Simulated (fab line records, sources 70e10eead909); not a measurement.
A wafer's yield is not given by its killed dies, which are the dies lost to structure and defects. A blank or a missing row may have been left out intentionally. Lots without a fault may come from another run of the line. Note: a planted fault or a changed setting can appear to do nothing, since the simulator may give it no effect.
fab line records	flow nand-harc	part 1 of 2: steps 1 to 27 of 41
[record] lots = 5	wafers = 15	last-day = 33
route steps=1302 shown A_CONTACT@1102 A_BLC@1107 A_M0@1137
lots that met no fault: taken from a fault-free run of the same line
start-h: start of the lot's first displayed wafer, in hours after the record's first day	wait-h: hours elapsed since this lot's preceding step	" identical to the entry in the row above	L1.1+2: a single row standing in for several wafers	- no value, or no start was given	* or withheld: withheld	< > ~ a bound
route shown NAME@n: NAME is a module with steps in the file, n the number in the route of the first one	usual: the fault-free wafers' mean and standard deviation	same: alike in all rows	chamber/n: place in a boat	sites: per-site readings	_std_site: how widely they spread, as a standard deviation	_edge_site: inner sites' mean taken away from outer sites' mean	radius-mm: for every site, how far away it sits from the centre of the wafer	mask NAME#n: copy n	behind: the last tool/chamber to shape the wafer	hold: why the lot was held/for how many hours/how that ended	device: whichever transistor did not switch (one of n, p or np)	end of line: the route-end tests of the same wafers	for a step that has no rows: nothing shown but its recipe	killed: count of dies lost to structure and defects at first sort (not the wafer's yield)	map: the dies of a wafer, with x for killed, . for not killed, _ for no die there
set.NAME: the run value of the setting; set.NAME@STEP: its run value at that earlier step	model.NAME: the simulator's own value behind a step, which no gauge read
certain route steps with their lots: each step a table, each wafer a row
services: a tool's chamber out of use, with start hour (start-h, from the record's first day; less than 0 if before it), hours out, and reason
[[steps]]
[step NHARC_A_CONTACT_CVD_19]
[recipe] target-thk-a = 3000	temp-c = 300	pressure-torr = 40	wf6-flow-sccm = 40	h2-flow-sccm = 1600	ar-flow-sccm = 1560	time-s = 802	material = W
[usual] heater-power-w = 472/56	throttle-valve-pct = 7.9/0.31
lot.wafer	tool	chamber	start-h	wait-h	heater-power-w	throttle-valve-pct
L074.4	cvd-w-01	1	-	-	571	8.4
L074.5	"	1	"	"	570	8.3
L074.6	"	0	"	"	499	7.6
L077.1	cvd-w-01	1	-	-	569	8.5
L077.2	"	0	"	"	493	7.7
L077.3	"	1	"	"	586	8.8
L085.2	cvd-w-01	0	-	-	476	7.8
L085.1	"	1	"	"	541	8.1
L085.5	"	0	"	"	495	7.7
L086.2	cvd-w-01	1	-	-	543	7.9
L086.1	"	0	"	"	490	7.9
L086.3	"	0	"	"	481	7.4
L096.1	cvd-w-02	0	-	-	450	7.7
L096.2	"	1	"	"	403	8.3
L096.3	"	1	"	"	405	8.0
[step NHARC_A_CONTACT_CMP_20]
[recipe] t-overpolish-s = 30	target-thk-nm = 300
[usual] motor-current-A = 11.7/1.1	overpolish-run-s = 29.998/0.0087	time-to-endpoint-s = 61/3.1
lot.wafer	tool	chamber	start-h	wait-h	motor-current-A	overpolish-run-s	time-to-endpoint-s
L074.4	cmp-01	0	530.42	0.5	9.4	29.990	60
L074.5	"	0	"	"	9.6	30.002	58
L074.6	"	1	"	"	10.1	30.007	62
L077.3	cmp-04	0	547.26	0.5	12.3	29.990	60
L077.2	"	1	"	"	12.1	30.010	62
L077.1	"	3	"	"	10.7	29.996	56
L085.1	cmp-04	0	628.17	0.7	12.4	30.034	63
L085.2	"	1	"	"	12.4	29.999	63
L085.5	"	0	"	"	11.9	29.996	63
L086.3	cmp-04	2	631.74	0.4	12.6	29.989	60
L086.1	"	3	"	"	10.8	30.005	59
L086.2	"	0	"	"	11.4	30.013	64
L096.1	cmp-02	1	731.68	0.8	12.9	29.996	59
L096.3	"	2	"	"	12.2	30.008	61
L096.2	"	3	"	"	12.5	29.986	56
[step NHARC_A_CONTACT_SRD_22]
lot.wafer	tool	chamber	start-h	wait-h
L074.5+6+4	wet-bench-07	4,5,7	530.75	0.0
L077.1+2+3	wet-bench-09	5,6,0	547.59	0.0
L085.2+1+5	wet-bench-09	7,1,3	628.50	0.0
L086.1+2+3	wet-bench-02	0,1,4	632.04	0.0
L096.2+1+3	wet-bench-02	5,6,7	731.98	0.0
[step NHARC_A_CONTACT_INSPECT_23]
[usual] raw-defect-count = 486/110
lot.wafer	tool	chamber	start-h	wait-h	raw-defect-count
L074.4	defect-inspect-02	-	530.82	0.1	366
L074.5	"	-	"	"	430
L074.6	"	-	"	"	348
L077.1	defect-inspect-02	-	547.66	0.1	484
L077.2	"	-	"	"	566
L077.3	"	-	"	"	435
L085.1	defect-inspect-01	-	628.60	0.1	474
L085.2	"	-	"	"	766
L085.5	"	-	"	"	438
L086.1	defect-inspect-02	-	632.12	0.1	673
L086.2	"	-	"	"	490
L086.3	"	-	"	"	590
L096.1	defect-inspect-02	-	732.06	0.1	401
L096.2	"	-	"	"	522
L096.3	"	-	"	"	438
[step NHARC_A_BLC_DEHYDRATE_00]
[recipe] temp-c = 150	time-s = 120
lot.wafer	tool	chamber	start-h	wait-h
L074.4+5+6	litho-track-01	0	530.88	0.1
L077.1+2+3	litho-track-06	0	547.72	0.1
L085.1+2+5	litho-track-01	0	628.66	0.1
L086.1+2+3	litho-track-01	0	632.18	0.1
L096.1+2+3	litho-track-06	0	732.12	0.1
[step NHARC_A_BLC_HMDS_01]
[recipe] time-s = 30
lot.wafer	tool	chamber	start-h	wait-h
L074.4+5+6	litho-track-01	0	-	-
L077.1+2+3	litho-track-06	0	-	-
L085.1+2+5	litho-track-01	0	-	-
L086.1+2+3	litho-track-01	0	-	-
L096.1+2+3	litho-track-06	0	-	-
[step NHARC_A_BLC_COAT_02]
[recipe] temp-c = 260	time-s = 75
lot.wafer	tool	chamber	start-h	wait-h
L074.4+5+6	litho-track-01	0	-	-
L077.1+2+3	litho-track-06	0	-	-
L085.1+2+5	litho-track-01	0	-	-
L086.1+2+3	litho-track-01	0	-	-
L096.1+2+3	litho-track-06	0	-	-
[step NHARC_A_BLC_COAT_03]
[recipe] temp-c = 225	time-s = 65
lot.wafer	tool	chamber	start-h	wait-h
L074.4+5+6	litho-track-01	0	-	-
L077.1+2+3	litho-track-06	0	-	-
L085.1+2+5	litho-track-01	0	-	-
L086.1+2+3	litho-track-01	0	-	-
L096.1+2+3	litho-track-06	0	-	-
[step NHARC_A_BLC_COAT_04]
[recipe] spin-rpm = 1500	resist-thk-nm = 90
lot.wafer	tool	chamber	start-h	wait-h
L074.4+5+6	litho-track-01	0	-	-
L077.1+2+3	litho-track-06	0	-	-
L085.1+2+5	litho-track-01	0	-	-
L086.1+2+3	litho-track-01	0	-	-
L096.1+2+3	litho-track-06	0	-	-
[step NHARC_A_BLC_SOFTBAKE_05]
[recipe] temp-c = 105	time-s = 55
lot.wafer	tool	chamber	start-h	wait-h
L074.4+5+6	litho-track-01	0	-	-
L077.1+2+3	litho-track-06	0	-	-
L085.1+2+5	litho-track-01	0	-	-
L086.1+2+3	litho-track-01	0	-	-
L096.1+2+3	litho-track-06	0	-	-
[step NHARC_A_BLC_EBR_06]
lot.wafer	tool	chamber	start-h	wait-h
L074.4+5+6	litho-track-01	0	-	-
L077.1+2+3	litho-track-06	0	-	-
L085.1+2+5	litho-track-01	0	-	-
L086.1+2+3	litho-track-01	0	-	-
L096.1+2+3	litho-track-06	0	-	-
[step NHARC_A_BLC_EXPOSE_07]
[recipe] na = 1.35	target-cd-nm = 100	dose-mj = 67.97	mask-id = A_BLC
lot.wafer	tool	chamber	start-h	wait-h	mask
L074.4+5+6	arfi-scanner-02	0	531.21	-	A_BLC#0
L077.1+2+3	arfi-scanner-03	0	548.03	-	A_BLC#0
L085.1+2+5	arfi-scanner-03	0	628.97	-	A_BLC#0
L086.1+2+3	arfi-scanner-01	0	632.48	-	A_BLC#0
L096.1+2+3	arfi-scanner-02	0	732.43	-	A_BLC#0
[step NHARC_A_BLC_PEB_08]
[recipe] peb-temp-c = 100	peb-time-s = 65
[same] peb-time-s = 65
lot.wafer	tool	chamber	start-h	wait-h
L074.4+5+6	litho-track-04	0	531.26	0.0
L077.1+2+3	litho-track-06	0	548.09	0.1
L085.1+2+5	litho-track-04	0	629.03	0.1
L086.1+2+3	litho-track-04	0	632.54	0.1
L096.1+2+3	litho-track-01	0	732.49	0.1
[step NHARC_A_BLC_DEVELOP_09]
[recipe] develop-time-s = 35	dev-temp-c = 23
[same] develop-time-s = 35
lot.wafer	tool	chamber	start-h	wait-h
L074.4+5+6	litho-track-04	0	-	-
L077.1+2+3	litho-track-06	0	-	-
L085.1+2+5	litho-track-04	0	-	-
L086.1+2+3	litho-track-04	0	-	-
L096.1+2+3	litho-track-01	0	-	-
[step NHARC_A_BLC_CD_MEAS_10]
[recipe] target-cd-nm = 100	landing-energy-ev = 500
[usual] cd-nm = 99.9/0.55
lot.wafer	tool	chamber	start-h	wait-h	cd-nm
L074.4	cd-sem-02	0	531.34	-	100.1
L074.5	"	0	"	"	100.3
L074.6	"	0	"	"	99.7
L077.1	cd-sem-02	0	548.17	-	99.1
L077.2	"	0	"	"	99.6
L077.3	"	0	"	"	99.0
L085.1	cd-sem-02	0	629.11	-	100.6
L085.2	"	0	"	"	99.5
L085.5	"	0	"	"	99.1
L086.1	cd-sem-03	0	632.62	-	101.2
L086.2	"	0	"	"	100.9
L086.3	"	0	"	"	99.9
L096.1	cd-sem-02	0	732.57	-	100.7
L096.2	"	0	"	"	101.1
L096.3	"	0	"	"	100.5
[step NHARC_A_BLC_OVL_MEAS_11]
[usual] overlay-x-nm = 0.2/0.68	overlay-y-nm = -0.1/1
lot.wafer	tool	chamber	start-h	wait-h	overlay-x-nm	overlay-y-nm
L074.4	overlay-02	-	531.43	-	1.1	-0.4
L074.5	"	-	"	"	1.4	-0.4
L074.6	"	-	"	"	1.7	-0.6
L077.1	overlay-01	-	548.26	-	-0.3	-0.1
L077.2	"	-	"	"	-0.2	0.4
L077.3	"	-	"	"	0.0	0.4
L085.1	overlay-02	-	629.20	-	-0.2	-1.3
L085.2	"	-	"	"	-0.7	-0.6
L085.5	"	-	"	"	-0.6	-1.1
L086.1	overlay-02	-	632.71	-	1.4	0.6
L086.2	"	-	"	"	1.8	1.3
L086.3	"	-	"	"	1.9	0.8
L096.1	overlay-02	-	732.66	-	-0.1	-0.4
L096.2	"	-	"	"	-0.3	-0.4
L096.3	"	-	"	"	0.4	-0.3
[step NHARC_A_BLC_INSPECT_12]
[usual] raw-defect-count = 81/40
lot.wafer	tool	chamber	start-h	wait-h	raw-defect-count
L074.4	defect-inspect-01	-	531.46	0.0	54
L074.5	"	-	"	"	62
L074.6	"	-	"	"	44
L077.1	defect-inspect-01	-	548.29	0.0	120
L077.2	"	-	"	"	98
L077.3	"	-	"	"	124
L085.1	defect-inspect-02	-	629.23	0.0	120
L085.2	"	-	"	"	146
L085.5	"	-	"	"	135
L086.1	defect-inspect-01	-	632.75	0.0	81
L086.2	"	-	"	"	99
L086.3	"	-	"	"	82
L096.1	defect-inspect-01	-	732.69	0.0	120
L096.2	"	-	"	"	126
L096.3	"	-	"	"	102
[step NHARC_A_BLC_DESCUM_15]
[recipe] time-s = 3	o2-flow-sccm = 200	ar-flow-sccm = 0	bias-power-w = 0	chemistry = O2
[usual] drypump-motor-current-A = 5.5/0.47	oes-product-au = 1.000/0.0092	rf-vpp-V = 57.9/0.83	showerhead-plenum-p-Torr = 1.93/0.088	throttle-valve-pct = 11.309/0.0086
lot.wafer	tool	chamber	start-h	wait-h	drypump-motor-current-A	oes-product-au	rf-hours-counter-h	rf-vpp-V	showerhead-plenum-p-Torr	throttle-valve-pct
L074.4	rie-diel-06	0	531.54	0.1	5.5	0.994	3	59.0	1.97	11.308
L074.5	"	2	"	"	5.0	1.002	-	56.5	1.78	11.305
L074.6	"	3	"	"	5.8	1.000	-	59.2	2.01	11.309
L077.2	rie-diel-06	0	548.36	0.1	5.5	0.988	4	59.2	1.97	11.333
L077.3	"	1	"	"	5.6	0.998	4	59.5	2.04	11.312
L077.1	"	2	"	"	5.0	0.988	4	57.7	1.78	11.303
L085.2	rie-diel-03	0	629.30	0.1	5.4	0.994	12	58.4	1.86	11.307
L085.1	"	1	"	"	4.8	1.005	12	57.3	1.85	11.306
L085.5	"	0	"	"	5.4	0.989	-	58.9	1.86	11.301
L086.2	rie-diel-03	2	632.82	0.1	6.6	1.008	13	59.3	1.99	11.320
L086.3	"	3	"	"	4.9	0.998	13	58.1	1.94	11.327
L086.1	"	0	"	"	5.4	0.993	12	57.3	1.86	11.298
L096.2	rie-diel-03	3	732.75	0.1	4.9	1.003	7	59.4	1.93	11.303
L096.1	"	1	"	"	4.9	0.994	8	56.9	1.84	11.306
L096.3	"	2	"	"	6.6	1.005	7	57.9	1.99	11.309
[step NHARC_A_BLC_ETCH_16]
[recipe] target-depth-a = 390	over-etch-frac = 0.3	time-s = 65	ion-energy-ev = 80	cf4-flow-sccm = 150	ar-flow-sccm = 0	rf-w = 300	bias-w = 100	chemistry = CF4
[usual] drypump-motor-current-A = 5.5/0.49	oes-product-au = 1.001/0.009	rf-vpp-V = 151.5/1.3	showerhead-plenum-p-Torr = 1.78/0.077	throttle-valve-pct = 13.282/0.0089
lot.wafer	tool	chamber	start-h	wait-h	drypump-motor-current-A	oes-product-au	rf-hours-counter-h	rf-vpp-V	showerhead-plenum-p-Torr	throttle-valve-pct
L074.4	rie-diel-06	1	531.61	0.1	5.6	0.994	3	152.2	1.88	13.292
L074.6	"	0	"	"	5.5	0.995	-	152.3	1.82	13.281
L074.5	"	1	"	"	5.6	1.004	-	153.5	1.88	13.290
L077.1	rie-diel-06	0	548.44	0.1	5.5	1.006	4	154.0	1.82	13.271
L077.2	"	1	"	"	5.6	1.009	4	153.7	1.88	13.271
L077.3	"	2	"	"	5.0	0.991	4	149.5	1.65	13.280
L085.1	rie-diel-03	1	629.39	0.1	4.9	0.996	12	151.9	1.71	13.300
L085.2	"	0	"	"	5.4	0.981	12	151.2	1.73	13.287
L085.5	"	1	"	"	4.9	0.999	-	149.9	1.71	13.275
L086.3	rie-diel-03	2	632.89	0.1	6.6	1.005	13	151.4	1.84	13.269
L086.1	"	0	"	"	5.4	0.994	12	150.1	1.73	13.294
L086.2	"	1	"	"	4.8	1.008	12	151.0	1.71	13.280
L096.2	rie-diel-03	1	732.85	0.1	4.8	1.014	8	150.4	1.71	13.290
L096.1	"	2	"	"	6.6	1.000	7	152.5	1.84	13.269
L096.3	"	3	"	"	4.9	1.009	7	150.7	1.78	13.277
[step NHARC_A_BLC_ETCH_17]
[recipe] target-depth-a = 3900	over-etch-frac = 0.25	time-s = 609.38	ion-energy-ev = 200	n2-flow-sccm = 150	h2-flow-sccm = 150	ar-flow-sccm = 0	rf-w = 400	bias-w = 150	chemistry = N2/H2
[usual] drypump-motor-current-A = 5.5/0.49	oes-product-au = 1.001/0.0086	rf-vpp-V = 430.9/2.9	showerhead-plenum-p-Torr = 2.05/0.097	throttle-valve-pct = 14.170/0.0083
lot.wafer	tool	chamber	start-h	wait-h	drypump-motor-current-A	oes-product-au	rf-hours-counter-h	rf-vpp-V	showerhead-plenum-p-Torr	throttle-valve-pct
L074.4	rie-diel-06	3	-	-	5.8	0.991	3	433.7	2.15	14.157
L074.5	"	3	"	"	5.9	0.990	-	432.9	2.15	14.182
L074.6	"	0	"	"	5.5	0.992	-	432.7	2.10	14.174
L077.2	rie-diel-06	3	-	-	5.9	0.993	4	433.9	2.15	14.162
L077.1	"	0	"	"	5.5	0.998	4	432.0	2.10	14.178
L077.3	"	1	"	"	5.6	1.007	4	434.3	2.18	14.163
L085.1	rie-diel-03	1	-	-	4.8	1.014	12	429.0	1.97	14.175
L085.2	"	2	"	"	6.6	1.004	13	432.6	2.13	14.164
L085.5	"	2	"	"	6.6	1.002	-	431.5	2.13	14.165
L086.2	rie-diel-03	3	-	-	4.9	1.007	13	430.9	2.06	14.173
L086.3	"	1	"	"	4.8	1.003	12	430.4	1.97	14.185
L086.1	"	2	"	"	6.6	1.013	14	434.1	2.13	14.170
L096.2	rie-diel-03	1	-	-	4.9	1.020	8	430.6	1.96	14.187
L096.1	"	2	"	"	6.6	1.013	7	433.2	2.12	14.177
L096.3	"	3	"	"	4.9	1.007	7	431.6	2.06	14.168
[step NHARC_A_BLC_ETCH_18]
[recipe] target-depth-a = 9100	c4f8-flow-sccm = 20	o2-flow-sccm = 10	ar-flow-sccm = withheld	rf-w = 600	bias-w = 1500	chemistry = C4F8/O2/Ar
[usual] oes-product-au = 0.953/0.021	rf-vpp-V = 979/6.2
lot.wafer	tool	chamber	start-h	wait-h	oes-product-au	rf-hours-counter-h	rf-vpp-V
L074.4	rie-diel-06	3	-	-	0.960	4	984
L074.5	"	2	"	"	0.956	-	970
L074.6	"	3	"	"	0.949	-	986
L077.1	rie-diel-06	3	-	-	0.936	5	984
L077.3	"	1	"	"	0.954	4	988
L077.2	"	2	"	"	0.934	4	969
L085.1	rie-diel-03	3	-	-	0.943	13	980
L085.2	"	0	"	"	0.929	12	975
L085.5	"	2	"	"	0.965	-	985
L086.2	rie-diel-03	1	-	-	0.923	13	973
L086.1	"	3	"	"	0.932	13	980
L086.3	"	0	"	"	0.920	13	974
L096.1	rie-diel-03	3	-	-	0.959	7	980
L096.2	"	1	"	"	0.958	8	973
L096.3	"	2	"	"	0.963	8	983
[step NHARC_A_BLC_CD_MEAS_19]
[usual] cd-nm = 100.3/2.2
lot.wafer	tool	chamber	start-h	wait-h	cd-nm
L074.4	cd-sem-01	-	532.50	-	101.3
L074.5	"	-	"	"	100.0
L074.6	"	-	"	"	98.3
L077.1	cd-sem-03	-	549.32	-	101.9
L077.2	"	-	"	"	102.0
L077.3	"	-	"	"	98.2
L085.1	cd-sem-01	-	630.56	-	99.5
L085.2	"	-	"	"	101.6
L085.5	"	-	"	"	98.6
L086.1	cd-sem-02	-	633.78	-	102.0
L086.2	"	-	"	"	101.9
L086.3	"	-	"	"	102.0
L096.1	cd-sem-03	-	734.17	-	99.3
L096.2	"	-	"	"	103.3
L096.3	"	-	"	"	104.7
[step NHARC_A_BLC_STRIP_29]
[recipe] cf4-flow-sccm = 150	ar-flow-sccm = 0	bias-w = 0	chemistry = CF4
[usual] drypump-motor-current-A = 5.4/0.56	oes-product-au = 1.002/0.0082	rf-vpp-V = 59.4/0.96	showerhead-plenum-p-Torr = 1.78/0.073	throttle-valve-pct = 13.284/0.0091
lot.wafer	tool	chamber	start-h	wait-h	drypump-motor-current-A	oes-product-au	rf-hours-counter-h	rf-vpp-V	showerhead-plenum-p-Torr	throttle-valve-pct
L074.4	rie-diel-03	3	532.57	0.1	4.9	0.992	5	58.7	1.79	13.282
L074.5	"	2	"	"	6.6	1.015	-	59.9	1.84	13.272
L074.6	"	3	"	"	4.9	0.996	-	59.7	1.79	13.290
L077.1	rie-diel-06	3	549.39	0.1	5.9	0.996	5	57.8	1.86	13.301
L077.2	"	0	"	"	5.5	1.004	5	61.3	1.82	13.284
L077.3	"	1	"	"	5.6	1.002	4	58.4	1.88	13.289
L085.2	rie-diel-06	0	630.65	0.1	5.5	1.001	9	60.2	1.82	13.304
L085.1	"	1	"	"	5.6	1.000	9	60.2	1.88	13.276
L085.5	"	3	"	"	5.8	0.994	-	59.7	1.85	13.281
L086.1	rie-diel-06	1	633.86	0.1	5.6	0.997	9	60.7	1.88	13.295
L086.3	"	2	"	"	5.0	0.983	10	59.2	1.65	13.281
L086.2	"	3	"	"	5.9	1.001	10	58.5	1.85	13.300
L096.1	rie-diel-03	3	734.24	0.1	4.9	1.011	7	60.3	1.79	13.276
L096.3	"	1	"	"	4.9	1.002	8	58.1	1.71	13.293
L096.2	"	2	"	"	6.6	1.011	8	59.4	1.84	13.293
[step NHARC_A_BLC_STRIP_21]
[recipe] o2-flow-sccm = 500	ar-flow-sccm = 0	bias-w = 0	chemistry = O2
[usual] drypump-motor-current-A = 5.5/0.56	oes-product-au = 0.999/0.0083	rf-vpp-V = 57.9/0.91	showerhead-plenum-p-Torr = 3.55/0.14	throttle-valve-pct = 17.036/0.0093
lot.wafer	tool	chamber	start-h	wait-h	drypump-motor-current-A	oes-product-au	rf-hours-counter-h	rf-vpp-V	showerhead-plenum-p-Torr	throttle-valve-pct
L074.4	rie-diel-03	3	532.70	0.1	4.9	0.998	5	57.3	3.57	17.037
L074.6	"	0	"	"	5.4	0.991	-	57.8	3.45	17.031
L074.5	"	1	"	"	4.9	0.995	-	58.4	3.42	17.034
L077.3	rie-diel-06	2	549.50	0.1	5.0	0.980	4	56.6	3.30	17.027
L077.2	"	3	"	"	5.9	1.011	5	57.2	3.70	17.034
L077.1	"	0	"	"	5.5	0.998	5	58.0	3.63	17.035
L085.2	rie-diel-06	1	630.75	0.1	5.6	1.002	9	57.9	3.75	17.045
L085.1	"	2	"	"	5.1	0.990	10	56.6	3.30	17.033
L085.5	"	0	"	"	5.5	0.987	-	59.0	3.62	17.041
L086.3	rie-diel-06	0	633.96	0.1	5.5	1.001	10	58.6	3.62	17.029
L086.2	"	2	"	"	5.0	0.992	10	58.4	3.30	17.035
L086.1	"	3	"	"	5.9	0.996	10	58.6	3.70	17.036
L096.1	rie-diel-03	3	734.37	0.1	4.9	0.997	8	56.8	3.56	17.037
L096.3	"	1	"	"	4.8	0.998	8	59.1	3.41	17.031
L096.2	"	2	"	"	6.6	1.004	8	58.6	3.66	17.042
[step NHARC_A_BLC_STRIP_22]
[recipe] time-s = 600	temp-c = 30	chemistry = post-etch-residue-remover
[usual] temp-c = 30.00/0.1
lot.wafer	tool	chamber	start-h	wait-h	temp-c
L074.6	wet-bench-03	6	532.82	-	29.94
L074.4	"	7	"	"	29.83
L074.5	"	2	"	"	30.19
L077.3	wet-bench-03	5	549.67	-	29.94
L077.1	"	7	"	"	29.99
L077.2	"	1	"	"	29.97
L085.1	wet-bench-03	0	630.91	-	30.18
L085.2	"	1	"	"	30.14
L085.5	"	2	"	"	29.76
L086.2	wet-bench-06	7	634.11	-	30.07
L086.3	"	1	"	"	29.88
L086.1	"	3	"	"	30.08
L096.2	wet-bench-06	6	734.55	-	29.97
L096.1	"	7	"	"	29.95
L096.3	"	0	"	"	29.84
[step NHARC_A_BLC_DEGAS_30]
[recipe] temp-c = 300	time-s = 60
[usual] heater-power-w = 450/36
lot.wafer	tool	chamber	start-h	wait-h	heater-power-w
L074.4	pvd-sputter-02	-	533.11	-	451
L074.6	"	-	"	"	491
L074.5	"	-	"	"	394
L077.3	pvd-sputter-03	-	549.94	-	500
L077.2	"	-	"	"	417
L077.1	"	-	"	"	497
L085.2	pvd-sputter-02	-	631.15	-	394
L085.1	"	-	"	"	463
L085.5	"	-	"	"	464
L086.1	pvd-sputter-02	-	634.38	-	410
L086.3	"	-	"	"	464
L086.2	"	-	"	"	491
L096.3	pvd-sputter-01	-	734.81	-	437
L096.1	"	-	"	"	381
L096.2	"	-	"	"	455
[step NHARC_A_BLC_PRE_CLEAN_31]
[recipe] time-s = 15	bias-v = 250	gas = Ar
lot.wafer	tool	chamber	start-h	wait-h
L074.4+5+6	pvd-sputter-02	-	-	-
L077.2+3+1	pvd-sputter-03	-	-	-
L085.2+1+5	pvd-sputter-02	-	-	-
L086.2+3+1	pvd-sputter-02	-	-	-
L096.1+3+2	pvd-sputter-01	-	-	-
